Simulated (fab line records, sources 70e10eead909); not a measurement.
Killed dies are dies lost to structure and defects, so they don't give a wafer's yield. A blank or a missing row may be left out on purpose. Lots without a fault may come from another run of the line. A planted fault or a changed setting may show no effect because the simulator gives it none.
Which tool did it? | flow nand_harc | 24 lots, 72 wafers sampled, at 4 steps of a route of 1159

WHAT THE GAUGES READ, wafer by wafer
NHARC_P_BONDPAD_CD_MEAS_13. Usual: cd_nm 500.7 nm, standard deviation 2.6.
lot  | measured     | on        | cd_nm (nm)        | flag
L074 | day 6 10:01  | cd_sem-02 | 504.5 497.8 497.5 |
L075 | day 6 14:13  | cd_sem-03 | 501.9 501.8 503.0 |
L076 | day 7 05:41  | cd_sem-02 | 501.7 499.9 496.6 |
L077 | day 7 02:49  | cd_sem-03 | 498.0 496.8 503.3 |
L078 | day 7 06:49  | cd_sem-03 | 503.0 502.7 497.8 |
L079 | day 7 20:25  | cd_sem-02 | 499.9 499.3 507.0 |
L081 | day 8 01:11  | cd_sem-01 | 500.1 495.9 499.9 |
L080 | day 8 00:27  | cd_sem-03 | 505.8 504.7 497.6 |
L082 | day 8 14:17  | cd_sem-02 | 505.2 504.5 505.0 |
L083 | day 8 21:41  | cd_sem-03 | 499.7 496.9 499.7 |
L084 | day 8 19:13  | cd_sem-01 | 498.1 497.4 501.3 |
L085 | day 9 00:18  | cd_sem-03 | 500.9 503.1 500.2 |
L086 | day 9 16:00  | cd_sem-01 | 502.3 500.9 503.0 |
L087 | day 9 16:58  | cd_sem-03 | 501.9 501.4 498.7 |
L089 | day 10 05:01 | cd_sem-03 | 506.1 502.7 500.4 |
L088 | day 10 04:22 | cd_sem-02 | 500.7 497.2 504.1 |
L090 | day 10 09:05 | cd_sem-02 | 503.8 499.5 497.6 |
L091 | day 10 15:03 | cd_sem-01 | 499.6 500.8 500.5 |
L092 | day 10 15:49 | cd_sem-03 | 501.9 498.3 503.8 |
L094 | day 11 13:49 | cd_sem-03 | 500.0 500.5 499.7 |
L093 | day 11 14:46 | cd_sem-02 | 498.2 497.4 494.2 |
L095 | day 11 17:50 | cd_sem-03 | 500.1 502.7 500.9 |
L096 | day 11 17:32 | cd_sem-02 | 498.8 497.4 504.0 |
L097 | day 12 07:04 | cd_sem-03 | 497.1 500.4 500.0 |

WHICH TOOL RAN EACH LOT (tool, then ch and the chambers of the sampled wafers, then the start)
lot  | NHARC_P_GATE_ALD_36               | NHARC_P_GATE_STRIP_76                | NHARC_P_M0_DESCUM_14
L074 | ald_sin-04 ch 0,1,2, day 4 22:06  | plasma_asher-02 ch 0,1, day 5 10:07  | rie_diel-12 ch 0,1,3, day 5 20:19
L075 | ald_sin-02 ch 0,2,3, day 4 23:19  | plasma_asher-02 ch 0,1, day 5 10:50  | rie_diel-12 ch 0,1,3, day 6 01:07
L076 | ald_sin-02 ch 1,2, day 5 11:25    | plasma_asher-01 ch 1, day 6 06:55    | rie_diel-01 ch 0,2,3, day 6 16:46
L077 | ald_sin-04 ch 0,2,3, day 5 12:20  | plasma_asher-01 ch 0,1, day 5 23:28  | rie_diel-09 ch 0,1, day 6 13:56
L078 | ald_sin-03 ch 0,2,3, day 5 17:56  | plasma_asher-02 ch 0,1, day 6 07:06  | rie_diel-09 ch 1,2,3, day 6 17:35
L079 | ald_sin-04 ch 1,3, day 6 06:35    | plasma_asher-02 ch 0,1, day 6 20:26  | rie_diel-09 ch 0,2, day 7 06:50
L081 | ald_sin-03 ch 1,3, day 6 11:06    | plasma_asher-02 ch 0,1, day 7 01:23  | rie_diel-12 ch 0,3, day 7 11:25
L080 | ald_sin-02 ch 0,3, day 6 12:09    | plasma_asher-01 ch 0,1, day 7 01:08  | rie_diel-09 ch 0,1,3, day 7 11:16
L082 | ald_sin-04 ch 1,2,3, day 6 17:47  | plasma_asher-02 ch 0,1, day 7 07:40  | rie_diel-01 ch 1,2,3, day 8 00:36
L083 | ald_sin-03 ch 0,1, day 7 06:38    | plasma_asher-01 ch 0,1, day 7 21:46  | rie_diel-09 ch 0,2,3, day 8 08:28
L084 | ald_sin-02 ch 0,1,3, day 7 08:17  | plasma_asher-02 ch 0,1, day 7 19:23  | rie_diel-12 ch 1,3, day 8 05:56
L085 | ald_sin-04 ch 0,1,2, day 7 11:37  | plasma_asher-02 ch 0,1, day 8 01:04  | rie_diel-12 ch 0,2,3, day 8 11:07
L086 | ald_sin-02 ch 0,1,3, day 8 00:14  | plasma_asher-02 ch 0,1, day 8 12:59  | rie_diel-01 ch 0,2,3, day 9 02:58
L087 | ald_sin-03 ch 0,1,3, day 8 01:33  | plasma_asher-01 ch 0,1, day 8 13:39  | rie_diel-12 ch 0,1,3, day 9 03:31
L089 | ald_sin-02 ch 0,2, day 8 09:42    | plasma_asher-01 ch 0,1, day 8 23:07  | rie_diel-09 ch 1,2,3, day 9 15:25
L088 | ald_sin-04 ch 1,2,3, day 8 10:32  | plasma_asher-01 ch 0,1, day 8 22:46  | rie_diel-09 ch 0,1,3, day 9 14:55
L090 | ald_sin-03 ch 1,2,3, day 8 19:55  | plasma_asher-02 ch 0,1, day 9 09:02  | rie_diel-01 ch 0,1,3, day 9 19:21
L091 | ald_sin-04 ch 1,2, day 9 01:41    | plasma_asher-01 ch 0,1, day 9 14:35  | rie_diel-12 ch 0,1,2, day 10 02:03
L092 | ald_sin-02 ch 1,2, day 9 01:49    | plasma_asher-02 ch 0,1, day 9 14:53  | rie_diel-12 ch 0,1, day 10 02:41
L094 | ald_sin-03 ch 1,2,3, day 9 21:55  | plasma_asher-02 ch 0, day 10 08:59   | rie_diel-09 ch 0,1, day 11 00:17
L093 | ald_sin-04 ch 1,2,3, day 9 22:21  | plasma_asher-01 ch 1, day 10 09:18   | rie_diel-12 ch 0,2, day 11 00:28
L095 | ald_sin-03 ch 1,2,3, day 10 07:33 | plasma_asher-01 ch 0,1, day 10 18:41 | rie_diel-12 ch 1,2,3, day 11 04:38
L096 | ald_sin-02 ch 1,2,3, day 10 08:30 | plasma_asher-01 ch 0,1, day 10 18:21 | rie_diel-09 ch 0,1,3, day 11 04:24
L097 | ald_sin-04 ch 1,3, day 10 18:02   | plasma_asher-02 ch 0,1, day 11 06:06 | rie_diel-01 ch 0,1,3, day 11 17:46
- NHARC_P_GATE_ALD_36: deposits SiNx, target thk 20 nm, pulse time 60 s, ald cycles 223.
- NHARC_P_GATE_STRIP_76: strips in O2.
- NHARC_P_M0_DESCUM_14: chemistry O2, time 3 s.

WHAT THE TOOLS THEMSELVES READ (means of the sampled wafers that have a number; where no wafer has one, the mark that the record gives instead)
NHARC_P_GATE_ALD_36. Usual: heater_power_w 839 W, standard deviation 93; precursor_pulse_height_rel 1.001, standard deviation 0.019.
lot  | tool       | heater_power_w (W) | precursor_pulse_height_rel | flag
L074 | ald_sin-04 | 855                | 1.004                      |
L075 | ald_sin-02 | 788                | 0.969                      |
L076 | ald_sin-02 | 835                | 1.011                      |
L077 | ald_sin-04 | 783                | 1.003                      |
L078 | ald_sin-03 | 837                | 1.023                      |
L079 | ald_sin-04 | 910                | 0.997                      |
L081 | ald_sin-03 | 927                | 0.993                      |
L080 | ald_sin-02 | 759                | 0.998                      |
L082 | ald_sin-04 | 827                | 1.006                      |
L083 | ald_sin-03 | 978                | 1.009                      |
L084 | ald_sin-02 | 778                | 1.001                      |
L085 | ald_sin-04 | 856                | 1.016                      |
L086 | ald_sin-02 | 783                | 0.994                      |
L087 | ald_sin-03 | 894                | 1.030                      |
L089 | ald_sin-02 | 789                | 0.998                      |
L088 | ald_sin-04 | 848                | 0.994                      |
L090 | ald_sin-03 | 887                | 1.000                      |
L091 | ald_sin-04 | 794                | 0.982                      |
L092 | ald_sin-02 | 807                | 1.022                      |
L094 | ald_sin-03 | 906                | 1.013                      |
L093 | ald_sin-04 | 806                | 1.015                      |
L095 | ald_sin-03 | 888                | 0.989                      |
L096 | ald_sin-02 | 807                | 0.993                      |
L097 | ald_sin-04 | 847                | 1.012                      |

NHARC_P_GATE_STRIP_76. Usual: drypump_motor_current_A 5.6 A, standard deviation 0.39; heater_power_w 336 W, standard deviation 41.
lot  | tool            | drypump_motor_current_A (A) | heater_power_w (W) | flag
L074 | plasma_asher-02 | 5.5                         | 357                |
L075 | plasma_asher-02 | 5.3                         | 327                |
L076 | plasma_asher-01 | 6.2                         | 350                |
L077 | plasma_asher-01 | 5.8                         | 328                |
L078 | plasma_asher-02 | 5.3                         | 320                |
L079 | plasma_asher-02 | 5.3                         | 321                |
L081 | plasma_asher-02 | 5.5                         | 366                |
L080 | plasma_asher-01 | 5.8                         | 331                |
L082 | plasma_asher-02 | 5.5                         | 359                |
L083 | plasma_asher-01 | 5.8                         | 329                |
L084 | plasma_asher-02 | 5.5                         | 363                |
L085 | plasma_asher-02 | 5.3                         | 324                |
L086 | plasma_asher-02 | 5.5                         | 360                |
L087 | plasma_asher-01 | 5.8                         | 330                |
L089 | plasma_asher-01 | 6.0                         | 331                |
L088 | plasma_asher-01 | 5.8                         | 330                |
L090 | plasma_asher-02 | 5.3                         | 319                |
L091 | plasma_asher-01 | 6.0                         | 337                |
L092 | plasma_asher-02 | 5.3                         | 320                |
L094 | plasma_asher-02 | 5.7                         | 390                |
L093 | plasma_asher-01 | 6.2                         | 341                |
L095 | plasma_asher-01 | 6.0                         | 336                |
L096 | plasma_asher-01 | 6.0                         | 340                |
L097 | plasma_asher-02 | 5.3                         | 324                |

NHARC_P_M0_DESCUM_14. Usual: drypump_motor_current_A 5.62 A, standard deviation 0.28; oes_product_au 0.996 a.u., standard deviation 0.017; rf_vpp_V 57.9 V, standard deviation 0.92; showerhead_plenum_p_Torr 1.93 Torr, standard deviation 0.094; throttle_valve_pct 11.311 %, standard deviation 0.0092.
lot  | tool        | drypump_motor_current_A (A) | oes_product_au (a.u.) | rf_vpp_V (V) | showerhead_plenum_p_Torr (Torr) | throttle_valve_pct (%) | flag
L074 | rie_diel-12 | 5.57                        | 0.994                 | 57.8         | 1.88                            | 11.316                 |
L075 | rie_diel-12 | 5.58                        | 0.987                 | 56.8         | 1.88                            | 11.315                 |
L076 | rie_diel-01 | 5.97                        | 0.987                 | 58.8         | 1.98                            | 11.312                 |
L077 | rie_diel-09 | 5.77                        | 1.020                 | 57.4         | 1.99                            | 11.312                 |
L078 | rie_diel-09 | 5.56                        | 0.994                 | 57.8         | 1.92                            | 11.313                 |
L079 | rie_diel-09 | 5.78                        | 1.017                 | 58.2         | 1.99                            | 11.312                 |
L081 | rie_diel-12 | 5.41                        | 0.990                 | 56.6         | 1.83                            | 11.300                 |
L080 | rie_diel-09 | 5.58                        | 1.016                 | 58.6         | 1.99                            | 11.299                 |
L082 | rie_diel-01 | 5.76                        | 0.991                 | 57.9         | 1.97                            | 11.314                 |
L083 | rie_diel-09 | 5.61                        | 0.995                 | 58.3         | 1.99                            | 11.315                 |
L084 | rie_diel-12 | 5.46                        | 0.989                 | 57.0         | 1.87                            | 11.309                 |
L085 | rie_diel-12 | 5.53                        | 0.985                 | 58.1         | 1.86                            | 11.319                 |
L086 | rie_diel-01 | 6.00                        | 0.985                 | 58.7         | 1.98                            | 11.305                 |
L087 | rie_diel-12 | 5.56                        | 0.999                 | 58.4         | 1.88                            | 11.311                 |
L089 | rie_diel-09 | 5.57                        | 0.994                 | 58.1         | 1.92                            | 11.313                 |
L088 | rie_diel-09 | 5.57                        | 0.995                 | 58.2         | 1.99                            | 11.312                 |
L090 | rie_diel-01 | 5.76                        | 1.002                 | 58.4         | 1.96                            | 11.311                 |
L091 | rie_diel-12 | 5.69                        | 1.003                 | 58.3         | 1.90                            | 11.308                 |
L092 | rie_diel-12 | 5.83                        | 1.013                 | 57.5         | 1.93                            | 11.318                 |
L094 | rie_diel-09 | 5.75                        | 1.025                 | 58.5         | 1.99                            | 11.311                 |
L093 | rie_diel-12 | 5.65                        | 0.996                 | 57.6         | 1.88                            | 11.315                 |
L095 | rie_diel-12 | 5.43                        | 0.989                 | 57.1         | 1.85                            | 11.314                 |
L096 | rie_diel-09 | 5.60                        | 1.013                 | 58.4         | 1.99                            | 11.311                 |
L097 | rie_diel-01 | 5.78                        | 0.989                 | 58.6         | 1.95                            | 11.302                 |

THE ANSWER, worked out from the rows above alone
Rule: a lot is off if the mean of its wafers that have a number lies more than 3 standard deviations from the usual mean. A lot without any number at a reading at which 4 lots or more have one is off too. The other lots that the step has rows for count as sound. The gauges are gone through in route order, then the tools' own readings, and for those a lot's mean is taken as printed above. The first step at which some lot is off is used, and at that step the reading that is off furthest; a lot without a number counts as furthest.
No lot is off at any reading shown: from this, nothing can be told.

WHAT THE SIMULATOR HAD PUT IN
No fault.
